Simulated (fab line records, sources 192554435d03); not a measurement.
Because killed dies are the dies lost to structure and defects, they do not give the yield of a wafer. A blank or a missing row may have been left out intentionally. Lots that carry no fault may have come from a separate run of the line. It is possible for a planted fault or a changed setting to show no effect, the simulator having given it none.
fab line records :: flow n5Finfet
record
  lots=4
  wafers=10
  lastDay=15
route steps=1938 shown BEOL_M5@1185 BEOL_M6@1194 PASSIVATION@1936
lots that met no fault: taken from a fault-free run of the same line
startH: start of the lot's first displayed wafer, in hours after the record's first day :: waitH: hours elapsed since this lot's preceding step :: " repeats the value in the row above :: L1.1+2: a row that stands for several wafers :: - value missing, or start not given :: * or withheld: withheld :: < > ~ a bound
route shown NAME@n: NAME is a module with steps in the file, n the number in the route of the first one :: usual: mean/standard deviation of fault-free wafers :: same: alike in all rows :: chamber/n: place in a boat :: sites: the reading at each site :: _std_site: standard deviation of those values :: _edge_site: outer sites' mean less inner sites' :: radiusMm: how far each site lies from the wafer's centre :: mask NAME#n: copy n :: behind: tool/chamber where the wafer was last shaped :: hold: reason for holding the lot/hours on hold/outcome of the hold :: device: the n, p or np transistor that did not switch :: end of line: tests run on the same wafers once the route is complete :: a step without rows: its recipe alone :: killed: dies lost to structure and defects at the first sort, not the wafer's yield :: map: the dies of a wafer, with x for killed, . for not killed, _ for no die there
set.NAME: the setting as run; set.NAME@STEP: as run at that earlier step :: model.NAME: the simulator's own value behind a step, which no gauge read
lots at some steps of the route; a table a step, a row a wafer
services: from which hour (startH, from the record's first day; less than 0 if before it) a tool's chamber was out of use, for how many hours, and why
## steps
# step N5_BEOL_M5_ANNEAL_51
# recipe
  tempC=225
  timeS=90
  ambient=N2
# step N5_BEOL_M5_CMP_52
# recipe
  stopOn=SiCOH_lowk
  tOverpolishS=6.9
  downForcePsi=1
  platenRpm=50
  clearingPlatenDownForcePsi=1.5
  clearingPlatenRpm=50
  postCmpClean=cuAlkaline
  targetThkNm=62
  clearingPlatenPadVelocityMS=0.99484
  padVelocityMS=0.99484
# step N5_BEOL_M5_PRE_CLEAN_77
# recipe
  gas=NH3/H2
  timeS=15
  tempC=*
  rfPowerW=300
# step N5_BEOL_M5_CO_CAP_78
# recipe
  material=Co
  targetThkA=20
  tempC=200
  precursor=CCTBA/H2
  pressureTorr=30
  timeS=102.1
# step N5_BEOL_M5_PRE_CLEAN_55
# recipe
  gas=NH3
  timeS=15
  tempC=withheld
  rfPowerW=300
# step N5_BEOL_M5_DEP_56
# recipe
  material=SiCN
  targetThkA=80
  tempC=withheld
  precursor=3MS/NH3
  pressureTorr=3
  rfW=202
  timeS=14
# step N5_BEOL_M6_ILD_DEP_00
# recipe
  material=SiCOH_lowk
  targetThkA=1797.5
  tempC=300
  precursor=DEMS/porogen
  pressureTorr=5
  rfW=500
  timeS=33.4
# step N5_BEOL_M6_CURE_74
# recipe
  tempC=385
  timeS=240
  ambient=He/Ar
  material=SiCOH_lowk
# step N5_BEOL_M6_PECVD_70
# recipe
  material=SiO2
  targetThkA=200
  tempC=400
  precursor=TEOS/O2
  pressureTorr=5.5
  rfW=450
  teosFlowSccm=53.8
  gas=O2
  flowSccm=3000
  timeS=22.7
# usual
  heaterPowerW=746/96
  showerheadPlenumPTorr=8.78/0.063
  throttleValvePct=22.8/1.1
lot.wafer: L633.2
tool: pecvd-03
chamber: 2
startH: 201.96
waitH: 0.0
heaterPowerW: 709
showerheadPlenumPTorr: 8.76
throttleValvePct: 21.9
model.SiO2_of_BEOL_M6_PECVD_70.thkNm: 19.6

lot.wafer: L633.3
tool: pecvd-03
chamber: 0
startH: 201.96
waitH: 0.0
heaterPowerW: 680
showerheadPlenumPTorr: 8.77
throttleValvePct: 23.1
model.SiO2_of_BEOL_M6_PECVD_70.thkNm: 19.8

lot.wafer: L633.5
tool: pecvd-03
chamber: 1
startH: 201.96
waitH: 0.0
heaterPowerW: 850
showerheadPlenumPTorr: 8.81
throttleValvePct: 24.4
model.SiO2_of_BEOL_M6_PECVD_70.thkNm: 20

lot.wafer: L643.1
tool: pecvd-02
chamber: 1
startH: 239.83
waitH: 0.0
heaterPowerW: 678
showerheadPlenumPTorr: 8.92
throttleValvePct: 22.5
model.SiO2_of_BEOL_M6_PECVD_70.thkNm: 19.6

lot.wafer: L643.4
tool: pecvd-02
chamber: 1
startH: 239.83
waitH: 0.0
heaterPowerW: 645
showerheadPlenumPTorr: 8.92
throttleValvePct: 22.5
model.SiO2_of_BEOL_M6_PECVD_70.thkNm: 20

lot.wafer: L643.6
tool: pecvd-02
chamber: 0
startH: 239.83
waitH: 0.0
heaterPowerW: 689
showerheadPlenumPTorr: 8.77
throttleValvePct: 21.9
model.SiO2_of_BEOL_M6_PECVD_70.thkNm: 20

lot.wafer: L641.1
tool: pecvd-03
chamber: 0
startH: 253.68
waitH: 0.0
heaterPowerW: 631
showerheadPlenumPTorr: 8.78
throttleValvePct: 23.0
model.SiO2_of_BEOL_M6_PECVD_70.thkNm: 23.4

lot.wafer: L641.2
tool: pecvd-03
chamber: 2
startH: 253.68
waitH: 0.0
heaterPowerW: 691
showerheadPlenumPTorr: 8.75
throttleValvePct: 22.1
model.SiO2_of_BEOL_M6_PECVD_70.thkNm: 19.6

lot.wafer: L644.2
tool: pecvd-03
chamber: 0
startH: 262.00
waitH: 0.0
heaterPowerW: 650
showerheadPlenumPTorr: 8.77
throttleValvePct: 23.1
model.SiO2_of_BEOL_M6_PECVD_70.thkNm: 19.6

lot.wafer: L644.4
tool: pecvd-03
chamber: 2
startH: 262.00
waitH: 0.0
heaterPowerW: 738
showerheadPlenumPTorr: 8.71
throttleValvePct: 22.2
model.SiO2_of_BEOL_M6_PECVD_70.thkNm: 23.2
# step N5_BEOL_M6_HM_DEP_02
# recipe
  material=TiN
  targetThkA=200
  tempC=25
  chamberPressurePa=0.49996
# step N5_BEOL_M6_COAT_59
# recipe
  resist=SOC
  tempC=250
  timeS=60
  spinRpm=1500
  resistThkNm=100
# step N5_BEOL_M6_COAT_60
# recipe
  resist=SiARC
  tempC=220
  timeS=60
  spinRpm=1500
  resistThkNm=35
# step N5_BEOL_M6_COAT_05
# recipe
  resist=CAR-ArF
  spinRpm=1500
  resistThkNm=90
# step N5_BEOL_M6_EBR_07
# recipe
  solvent=PGMEA
  ebrWidthMm=1.5
# step N5_BEOL_M6_SOFTBAKE_06
# recipe
  tempC=110
  timeS=60
  resist=CAR-ArF
# step N5_BEOL_M6_EXPOSE_08
# recipe
  maskId=M6
  na=1.35
  sourceShape=dipole
  sigmaInner=0.817
  sigmaOuter=0.97
  polarization=te
  doseMj=68.25
# step N5_BEOL_M6_PEB_09
# recipe
  pebTempC=withheld
  pebTimeS=60
  resist=CAR-ArF
# step N5_BEOL_M6_DEVELOP_10
# recipe
  developTimeS=30
  developer=TMAH
  resist=CAR-ArF
  rinseLiquid=diw
  dry=airSpin
  devTempC=23
# step N5_BEOL_M6_DESCUM_16
# recipe
  chemistry=O2
  timeS=7.9
  sourcePowerW=50
  biasPowerW=20
  pressureMtorr=20
  rfFrequencyHz=2.712e+07
  tempC=40
  resist=CAR-ArF
  o2FlowSccm=225
# step N5_BEOL_M6_ETCH_61
# recipe
  chemistry=CF4
  target=SiARC
  targetDepthA=455
  maskMaterial=CAR-ArF
  timeS=75.8
  ionEnergyEv=80
  pressureMtorr=40
  sourceW=545
  biasW=36
  Ar_flow_sccm=100
  cf4FlowSccm=100
  ends=cleared
# step N5_BEOL_M6_ETCH_62
# recipe
  chemistry=N2/H2
  target=SOC
  targetDepthA=1100
  overetchA=220
  maskMaterial=SiARC
  tempC=40
  timeS=165
  ionEnergyEv=200
  pressureMtorr=30
  sourceW=840
  biasW=150
  n2FlowSccm=200
  h2FlowSccm=200
# step N5_BEOL_M6_STRIP_68
# recipe
  chemistry=N2/H2
  tempC=40
  n2FlowSccm=200
  h2FlowSccm=200
  rfFrequencyHz=6e+07
# step N5_BEOL_M6_STRIP_67
# recipe
  chemistry=CF4
  resist=SiARC
  powerW=300
  biasPowerW=75
  pressureMtorr=50
  cf4FlowSccm=150
  rfFrequencyHz=6e+07
# step N5_BEOL_M6_HM_OPEN_17
# recipe
  chemistry=Cl2/BCl3
  targetDepthA=200
  overetchA=60
  target=TiN
  maskMaterial=SOC
  ionEnergyEv=150
  pressureMtorr=10
  icpW=1000
  biasW=126
  Cl2_flow_sccm=53.25
  bcl3FlowSccm=21.75
  Ar_flow_sccm=25
# step N5_BEOL_M6_STRIP_19
# recipe
  chemistry=O2
  powerW=400
  tempC=40
  pressureMtorr=30
  rfFrequencyHz=6e+07
  biasPowerW=0
  overashFraction=0.2
  o2FlowSccm=225
# step N5_BEOL_M6_COAT_63
# recipe
  resist=SOC
  tempC=250
  timeS=60
  spinRpm=1500
  resistThkNm=60
# step N5_BEOL_M6_COAT_64
# recipe
  resist=SiARC
  tempC=220
  timeS=60
  spinRpm=1500
  resistThkNm=12
# step N5_BEOL_M6_COAT_71
# recipe
  resist=underlayer
  tempC=205
  timeS=60
  spinRpm=1500
  resistThkNm=5
# step N5_BEOL_M6_COAT_22
# recipe
  resist=CAR-EUV
  spinRpm=1500
  resistThkNm=30
# step N5_BEOL_M6_EBR_24
# recipe
  solvent=PGMEA
  ebrWidthMm=1.5
# step N5_BEOL_M6_SOFTBAKE_23
# recipe
  tempC=110
  timeS=60
  resist=CAR-EUV
# step N5_BEOL_M6_EXPOSE_25
# recipe
  maskId=V5
  na=0.33
  sourceShape=annular
  sigmaInner=0.4
  sigmaOuter=0.8
  polarization=unpolarized
  targetCdNm=40
  doseMj=45
# step N5_BEOL_M6_PEB_26
# recipe
  pebTempC=100
  pebTimeS=60
  resist=CAR-EUV
# step N5_BEOL_M6_DEVELOP_27
# recipe
  developTimeS=30
  developer=TMAH
  resist=CAR-EUV
  rinseLiquid=surfactantRinse
  dry=airSpin
  devTempC=23
# step N5_BEOL_M6_HM_STRIP_39
# recipe
  chemistry=peroxideTinStrip
  material=TiN
  targetDepthA=250
  tempC=50
  timeS=158
# usual
  tempC=50.01/0.11
lot.wafer: L633.2
tool: wetBench-03
chamber: 6
startH: 204.71
waitH: 0.0
tempC: 49.94
model.SiO2_of_BEOL_M6_PECVD_70.thkNm: 19.4

lot.wafer: L633.3
tool: wetBench-03
chamber: 2
startH: 204.71
waitH: 0.0
tempC: 50.07
model.SiO2_of_BEOL_M6_PECVD_70.thkNm: 19.6

lot.wafer: L633.5
tool: wetBench-03
chamber: 3
startH: 204.71
waitH: 0.0
tempC: 49.60
model.SiO2_of_BEOL_M6_PECVD_70.thkNm: 19.8

lot.wafer: L643.1
tool: wetBench-04
chamber: 4
startH: 244.94
waitH: 0.0
tempC: 50.01
model.SiO2_of_BEOL_M6_PECVD_70.thkNm: 19.6

lot.wafer: L643.4
tool: wetBench-04
chamber: 3
startH: 244.94
waitH: 0.0
tempC: 49.96
model.SiO2_of_BEOL_M6_PECVD_70.thkNm: 19.8

lot.wafer: L643.6
tool: wetBench-04
chamber: 6
startH: 244.94
waitH: 0.0
tempC: 50.07
model.SiO2_of_BEOL_M6_PECVD_70.thkNm: 19.8

lot.wafer: L641.1
tool: wetBench-02
chamber: 6
startH: 260.38
waitH: 0.0
tempC: 50.02
model.SiO2_of_BEOL_M6_PECVD_70.thkNm: 23.4

lot.wafer: L641.2
tool: wetBench-02
chamber: 2
startH: 260.38
waitH: 0.0
tempC: 50.01
model.SiO2_of_BEOL_M6_PECVD_70.thkNm: 19.4

lot.wafer: L644.2
tool: wetBench-04
chamber: 5
startH: 266.73
waitH: 0.0
tempC: 49.86
model.SiO2_of_BEOL_M6_PECVD_70.thkNm: 19.4

lot.wafer: L644.4
tool: wetBench-04
chamber: 6
startH: 266.73
waitH: 0.0
tempC: 50.12
model.SiO2_of_BEOL_M6_PECVD_70.thkNm: 23.2
# step N5_BEOL_M6_CMP_52
# recipe
  stopOn=SiCOH_lowk
  tOverpolishS=6.9
  downForcePsi=1
  platenRpm=50
  clearingPlatenDownForcePsi=1.5
  clearingPlatenRpm=50
  postCmpClean=cuAlkaline
  targetThkNm=80
  clearingPlatenPadVelocityMS=0.99484
  padVelocityMS=0.99484
# usual
  barrierFieldEndpointS=28.9/0.68
  motorCurrentA=5.8/0.63
  padLifeWafers=977/650
  slurryFilterDpKPa=13.50/0.13
lot.wafer: L633.3
tool: cmp-02
chamber: 1
startH: 208.69
waitH: 0.2
barrierFieldEndpointS: 28.7
motorCurrentA: 5.3
padLifeWafers: 536
slurryFilterDpKPa: 13.43

lot.wafer: L633.2
tool: cmp-02
chamber: 2
startH: 208.69
waitH: 0.2
barrierFieldEndpointS: 28.0
motorCurrentA: 5.3
padLifeWafers: 537
slurryFilterDpKPa: 13.93

lot.wafer: L633.5
tool: cmp-02
chamber: 3
startH: 208.69
waitH: 0.2
barrierFieldEndpointS: 28.0
motorCurrentA: 5.3
padLifeWafers: -
slurryFilterDpKPa: 13.51

lot.wafer: L643.1
tool: cmp-02
chamber: 2
startH: 247.21
waitH: 0.3
barrierFieldEndpointS: 28.0
motorCurrentA: 5.7
padLifeWafers: 858
slurryFilterDpKPa: 13.60

lot.wafer: L643.4
tool: cmp-02
chamber: 3
startH: 247.21
waitH: 0.3
barrierFieldEndpointS: 29.1
motorCurrentA: 5.4
padLifeWafers: 859
slurryFilterDpKPa: 13.50

lot.wafer: L643.6
tool: cmp-02
chamber: 3
startH: 247.21
waitH: 0.3
barrierFieldEndpointS: 28.3
motorCurrentA: 5.3
padLifeWafers: -
slurryFilterDpKPa: 13.52

lot.wafer: L641.1
tool: cmp-03
chamber: 3
startH: 262.85
waitH: 0.3
barrierFieldEndpointS: 32.8
motorCurrentA: 5.6
padLifeWafers: 2011
slurryFilterDpKPa: 13.49

lot.wafer: L641.2
tool: cmp-03
chamber: 1
startH: 262.85
waitH: 0.3
barrierFieldEndpointS: 27.8
motorCurrentA: 5.4
padLifeWafers: 2013
slurryFilterDpKPa: 13.62

lot.wafer: L644.2
tool: cmp-02
chamber: 3
startH: 269.68
waitH: 0.3
barrierFieldEndpointS: 27.7
motorCurrentA: 5.5
padLifeWafers: 1057
slurryFilterDpKPa: 13.58

lot.wafer: L644.4
tool: cmp-02
chamber: 0
startH: 269.68
waitH: 0.3
barrierFieldEndpointS: 32.1
motorCurrentA: 5.6
padLifeWafers: 1058
slurryFilterDpKPa: 13.53
# step N5_PASSIVATION_PROBE_49
# usual
  defectLimitedYield=91.2/1.4
  killed_at_M0_to_M3=35/11
  killed_at_M4_up=14/5.6
  killedAtContacts=12/5.6
  killedAtFrontEnd=38/11
  killedAtOther=4/3.4
  killedDies=103/17
  killedOnRim=13/3.5
  killedOpen=68/12
  killedShort=33/8.8
  sort_bin_5_function=5.1/0.89
  sort_bin_6_memory=3.3/0.71
  sortNPass=1077/17
  sortYieldPct=91.2/1.4
# same
  grossDies=1180
  killedAtBackSide=0
  sort_bin_4_leakage[%]=0
  sort_bin_8_speed[%]=0
lot.wafer: L633.2
tool: prober-02
chamber: -
startH: 293.34
waitH: 0.1
defectLimitedYield[%]: 91.3
killed_at_M0_to_M3: 37
killed_at_M4_up: 10
killedAtContacts: 8
killedAtFrontEnd: 47
killedAtOther: 1
killedDies: 103
killedOnRim: 21
killedOpen: 69
killedShort: 26
sort_bin_5_function[%]: 5.0
sort_bin_6_memory[%]: 2.9
sortNPass: 1077
sortYieldPct[%]: 91.3

lot.wafer: L633.3
tool: prober-02
chamber: -
startH: 293.39
waitH: 0.1
defectLimitedYield[%]: 90.4
killed_at_M0_to_M3: 33
killed_at_M4_up: 10
killedAtContacts: 27
killedAtFrontEnd: 36
killedAtOther: 7
killedDies: 113
killedOnRim: 17
killedOpen: 56
killedShort: 48
sort_bin_5_function[%]: 5.3
sort_bin_6_memory[%]: 3.0
sortNPass: 1067
sortYieldPct[%]: 90.4

lot.wafer: L633.5
tool: prober-02
chamber: -
startH: 293.49
waitH: 0.2
defectLimitedYield[%]: 88.6
killed_at_M0_to_M3: 45
killed_at_M4_up: 9
killedAtContacts: 23
killedAtFrontEnd: 53
killedAtOther: 5
killedDies: 135
killedOnRim: 21
killedOpen: 84
killedShort: 42
sort_bin_5_function[%]: 5.9
sort_bin_6_memory[%]: 4.2
sortNPass: 1045
sortYieldPct[%]: 88.6

lot.wafer: L643.1
tool: prober-01
chamber: -
startH: 335.17
waitH: 0.0
defectLimitedYield[%]: 89.5
killed_at_M0_to_M3: 47
killed_at_M4_up: 25
killedAtContacts: 15
killedAtFrontEnd: 29
killedAtOther: 8
killedDies: 124
killedOnRim: 14
killedOpen: 76
killedShort: 41
sort_bin_5_function[%]: 5.8
sort_bin_6_memory[%]: 4.0
sortNPass: 1056
sortYieldPct[%]: 89.5

lot.wafer: L643.4
tool: prober-01
chamber: -
startH: 335.32
waitH: 0.2
defectLimitedYield[%]: 92.2
killed_at_M0_to_M3: 33
killed_at_M4_up: 12
killedAtContacts: 9
killedAtFrontEnd: 34
killedAtOther: 4
killedDies: 92
killedOnRim: 13
killedOpen: 70
killedShort: 20
sort_bin_5_function[%]: 4.9
sort_bin_6_memory[%]: 2.7
sortNPass: 1088
sortYieldPct[%]: 92.2

lot.wafer: L643.6
tool: prober-01
chamber: -
startH: 335.42
waitH: 0.3
defectLimitedYield[%]: 90.8
killed_at_M0_to_M3: 44
killed_at_M4_up: 5
killedAtContacts: 11
killedAtFrontEnd: 45
killedAtOther: 4
killedDies: 109
killedOnRim: 16
killedOpen: 73
killedShort: 36
sort_bin_5_function[%]: 4.9
sort_bin_6_memory[%]: 4.2
sortNPass: 1071
sortYieldPct[%]: 90.8

lot.wafer: L641.1
tool: prober-02
chamber: -
startH: 347.01
waitH: 0.0
defectLimitedYield[%]: 91.6
killed_at_M0_to_M3: 40
killed_at_M4_up: 15
killedAtContacts: 10
killedAtFrontEnd: 29
killedAtOther: 5
killedDies: 99
killedOnRim: 12
killedOpen: 62
killedShort: 37
sort_bin_5_function[%]: 5.3
sort_bin_6_memory[%]: 3.1
sortNPass: 1081
sortYieldPct[%]: 91.6

lot.wafer: L641.2
tool: prober-02
chamber: -
startH: 347.06
waitH: 0.1
defectLimitedYield[%]: 92.3
killed_at_M0_to_M3: 31
killed_at_M4_up: 9
killedAtContacts: 3
killedAtFrontEnd: 39
killedAtOther: 9
killedDies: 91
killedOnRim: 14
killedOpen: 58
killedShort: 33
sort_bin_5_function[%]: 3.8
sort_bin_6_memory[%]: 3.6
sortNPass: 1089
sortYieldPct[%]: 92.3

lot.wafer: L644.2
tool: prober-02
chamber: -
startH: 357.28
waitH: 0.1
defectLimitedYield[%]: 90.1
killed_at_M0_to_M3: 46
killed_at_M4_up: 9
killedAtContacts: 18
killedAtFrontEnd: 43
killedAtOther: 1
killedDies: 117
killedOnRim: 16
killedOpen: 83
killedShort: 31
sort_bin_5_function[%]: 5.0
sort_bin_6_memory[%]: 4.6
sortNPass: 1063
sortYieldPct[%]: 90.1

lot.wafer: L644.4
tool: prober-02
chamber: -
startH: 357.38
waitH: 0.2
defectLimitedYield[%]: 88.2
killed_at_M0_to_M3: 49
killed_at_M4_up: 12
killedAtContacts: 21
killedAtFrontEnd: 57
killedAtOther: 0
killedDies: 139
killedOnRim: 13
killedOpen: 87
killedShort: 51
sort_bin_5_function[%]: 6.8
sort_bin_6_memory[%]: 4.2
sortNPass: 1041
sortYieldPct[%]: 88.2
# killed by level:class
L633.2 FIN_SAQP:geometricParticle:open=12 STI_FIN_REVEAL:geometricParticle:open=10 MOL_CONTACT_COAG:geometricParticle:open=7 BEOL_M0_SAQP:geometricParticle:short=7 HKMG_FIN:areaEtch=7 GATE_CUT:geometricParticle:open=6 BEOL_M0_SAQP:geometricParticle:open=6 BEOL_M2:geometricParticle:open=6
L633.3 MOL_CONTACT_COAG:geometricParticle:open=19 BEOL_M1:geometricParticle:short=12 MOL_CONTACT_COAG:geometricParticle:short=8 GATE_CUT:geometricParticle:short=6 BEOL_M0_SAQP:geometricParticle:short=6 BEOL_M1:geometricParticle:open=5 HKMG_FIN:areaEtch=5 STI_FIN_REVEAL:geometricParticle:open=4
L633.5 MOL_CONTACT_COAG:geometricParticle:open=19 BEOL_M0_SAQP:geometricParticle:open=19 BEOL_M0_SAQP:geometricParticle:short=15 FIN_SAQP:geometricParticle:open=11 STI_FIN_REVEAL:geometricParticle:open=11 HKMG_FIN:areaEtch=7 GATE_CUT:geometricParticle:short=6 FIN_SAQP:geometricParticle:short=5
L643.1 MOL_CONTACT_COAG:geometricParticle:open=12 BEOL_M2:geometricParticle:open=12 BEOL_M4:geometricParticle:short=11 BEOL_M1:geometricParticle:open=10 BEOL_M3:geometricParticle:open=8 BEOL_M0_SAQP:geometricParticle:open=7 BEOL_M0_SAQP:geometricParticle:short=6 FIN_SAQP:geometricParticle:short=4
L643.4 FIN_SAQP:geometricParticle:open=14 BEOL_M1:geometricParticle:open=9 BEOL_M3:geometricParticle:open=9 MOL_CONTACT_COAG:geometricParticle:open=8 STI_FIN_REVEAL:geometricParticle:open=5 BEOL_M3:geometricParticle:short=4 BEOL_M2:geometricParticle:open=4 BEOL_M4:geometricParticle:open=4
L643.6 BEOL_M3:geometricParticle:open=12 FIN_SAQP:geometricParticle:open=9 BEOL_M0_SAQP:geometricParticle:open=9 BEOL_M1:geometricParticle:open=9 MOL_CONTACT_COAG:geometricParticle:open=8 STI_FIN_REVEAL:geometricParticle:open=6 ILD0:geometricParticle:open=6 BEOL_M0_SAQP:geometricParticle:short=6
L641.1 BEOL_M1:geometricParticle:open=12 FIN_SAQP:geometricParticle:short=11 MOL_CONTACT_COAG:geometricParticle:open=9 BEOL_M0_SAQP:geometricParticle:open=7 FIN_SAQP:geometricParticle:open=6 BEOL_M0_SAQP:geometricParticle:short=6 BEOL_M4:geometricParticle:open=6 BEOL_M3:geometricParticle:open=5
L641.2 FIN_SAQP:geometricParticle:short=9 STI_FIN_REVEAL:geometricParticle:open=8 BEOL_M3:geometricParticle:open=8 FIN_SAQP:geometricParticle:open=7 BEOL_M3:geometricParticle:short=6 BEOL_M0_SAQP:geometricParticle:open=4 DUMMY_GATE:geometricParticle:open=4 BEOL_M1:geometricParticle:open=4
L644.2 MOL_CONTACT_COAG:geometricParticle:open=14 FIN_SAQP:geometricParticle:open=13 BEOL_M3:geometricParticle:open=12 BEOL_M0_SAQP:geometricParticle:open=10 BEOL_M2:geometricParticle:open=7 BEOL_M1:geometricParticle:open=6 FIN_SAQP:geometricParticle:short=4 STI_FIN_REVEAL:geometricParticle:open=4
L644.4 MOL_CONTACT_COAG:geometricParticle:open=17 FIN_SAQP:geometricParticle:short=13 BEOL_M0_SAQP:geometricParticle:open=13 BEOL_M0_SAQP:geometricParticle:short=11 STI_FIN_REVEAL:geometricParticle:open=10 BEOL_M3:geometricParticle:open=10 FIN_SAQP:geometricParticle:open=9 ILD0:geometricParticle:open=7
## services
tool: pecvd-02
chamber: 2
startH: 212.62
hours: 8.6
kind: repair

tool: wetBench-02
chamber: -
startH: 232.73
hours: 0.5
kind: repair

tool: cmp-03
chamber: -
startH: 240.84
hours: 7.0
kind: pm

tool: pecvd-03
chamber: 1
startH: 241.93
hours: 22.3
kind: repair

tool: pecvd-02
chamber: 2
startH: 267.49
hours: 5.5
kind: scheduledDown
## key
firstSign
  step=N5_BEOL_M6_CMP_52
  reading=barrierFieldEndpointS
  direction=up
  sigmas=5.3
  usual=28.9
  struck=32.4
effect none on later readings
modelEffect
  step=N5_BEOL_M6_PECVD_70
  value=SiO2_of_BEOL_M6_PECVD_70.thkNm
  without=20
  struck=23.3
modelEffect
  step=N5_BEOL_M6_HM_STRIP_39
  value=SiO2_of_BEOL_M6_PECVD_70.thkNm
  without=19.9
  struck=23.3
metAt N5_BEOL_M6_PECVD_70
struckWafers L641.1,L644.4
onsetBetween 201.96 253.68
fault
  kind=processParameterDrift
  tool=pecvd-03
  chamber=-
  onsetH=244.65
  steps=N5_BEOL_M6_PECVD_70
  channel=timeS
  offset=*
  shape=step
  endH=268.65
  scope=struckWafersOnly
  actsIn=*
  stated=*
